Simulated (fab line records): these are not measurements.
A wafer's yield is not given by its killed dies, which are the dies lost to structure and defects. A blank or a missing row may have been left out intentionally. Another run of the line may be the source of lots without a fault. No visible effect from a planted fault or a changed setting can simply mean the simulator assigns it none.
Split-lot trial | flow n5Finfet | 7 lots, 21 wafers read, on a route of 1938 steps

THE SPLIT
At N5_FIN_SAQP_DESCUM_21 (chemistry O2, time 7.9 s), the setting timeS was moved away from the recipe's 7.9 s on 5 of the 21 wafers read, by -20.6% to +9.7%. This setting was run at the recipe's value on the other wafers.

The reading is taken at the split's own step.

THE READING
CAR-ArF_of_FIN_SAQP_COAT_10.thkNm (the simulator's own value, which no gauge read), in nm, at N5_FIN_SAQP_DESCUM_21 (chemistry O2, time 7.9 s). The file gives no usual value for it. Here, 16 wafers ran the recipe; their average is 83.61 nm with a standard deviation of 0.2 nm.

wafer  | tool, chamber at the split | timeS as run, s | against the recipe | CAR-ArF_of_FIN_SAQP_COAT_10.thkNm, nm | against lot-mates on the recipe
L075.2 | rieDiel-03, 0              | 7.9             | recipe             | 83.95                                 | -
L075.5 | rieDiel-03, 1              | 7.9             | recipe             | 83.93                                 | -
L075.6 | rieDiel-03, 2              | 7.9             | recipe             | 83.53                                 | -
L076.4 | rieDiel-06, 0              | 6.269           | -20.6%             | 84.33                                 | +0.84
L076.5 | rieDiel-06, 2              | 7.9             | recipe             | 83.56                                 | -
L076.6 | rieDiel-06, 1              | 7.9             | recipe             | 83.42                                 | -
L081.2 | rieDiel-06, 1              | 8.668           | +9.7%              | 83.2                                  | -0.39
L081.3 | rieDiel-06, 2              | 7.9             | recipe             | 83.58                                 | -
L081.4 | rieDiel-06, 3              | 7.9             | recipe             | 83.61                                 | -
L082.1 | rieDiel-06, 0              | 7.9             | recipe             | 83.73                                 | -
L082.3 | rieDiel-06, 3              | 7.9             | recipe             | 83.98                                 | -
L082.5 | rieDiel-06, 1              | 6.864           | -13.1%             | 84.4                                  | +0.55
L083.4 | rieDiel-02, 0              | 7.9             | recipe             | 83.36                                 | -
L083.5 | rieDiel-02, 3              | 7.9             | recipe             | 83.59                                 | -
L083.6 | rieDiel-02, 1              | 7.023           | -11.1%             | 83.82                                 | +0.34
L096.2 | rieDiel-02, 1              | 7.114           | -9.9%              | 83.8                                  | +0.45
L096.3 | rieDiel-02, 3              | 7.9             | recipe             | 83.44                                 | -
L096.4 | rieDiel-02, 0              | 7.9             | recipe             | 83.27                                 | -
L097.2 | rieDiel-06, 1              | 7.9             | recipe             | 83.72                                 | -
L097.3 | rieDiel-06, 3              | 7.9             | recipe             | 83.58                                 | -
L097.5 | rieDiel-06, 0              | 7.9             | recipe             | 83.43                                 | -

FIT RESULTS
A straight line over all 21 wafers: CAR-ArF_of_FIN_SAQP_COAT_10.thkNm changes by -0.0371 nm for each +1% of timeS; r = -0.76; the points scatter about the line by 0.21 nm.
The same after taking each lot's own level away (the mean of its wafers on the recipe; 21 wafers): -0.04 nm for each +1%; r = -0.92; scatter 0.11 nm.
That fit puts the effect of the largest move of timeS on the reading at 0.83 nm.
The span of the lots' own levels, 83.355 to 83.855 nm, comes to 2.4 times the standard deviation stated above.
So the lot-to-lot level blurs the effect unless lot-mates are compared.
Check: +0.813 nm against its lot-mates is what the line predicts for one of the wafers moved furthest among these (-20.6%) when that wafer is left out of the fit. Against them it came out at +0.84 nm.

THESE WAFERS: OTHER SPLITS
Before the reading, these wafers also passed through other splits. Each is held against what the fit with the lots' levels taken away leaves over:
other split on the same wafers | wafers away from the commonest value | r with CAR-ArF_of_FIN_SAQP_COAT_10.thkNm (lot level and that fit taken away)
N5_ZERO_LAYER_PECVD_02 timeS   | 7                                    | -0.04
N5_ZERO_LAYER_COAT_05 spinRpm  | 8                                    | -0.20
N5_ZERO_LAYER_DESCUM_16 timeS  | 6                                    | -0.10

FILE'S OWN FIT
CAR-ArF_of_FIN_SAQP_COAT_10.thkNm changes by -0.04 nm for each +1% of timeS, r = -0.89.
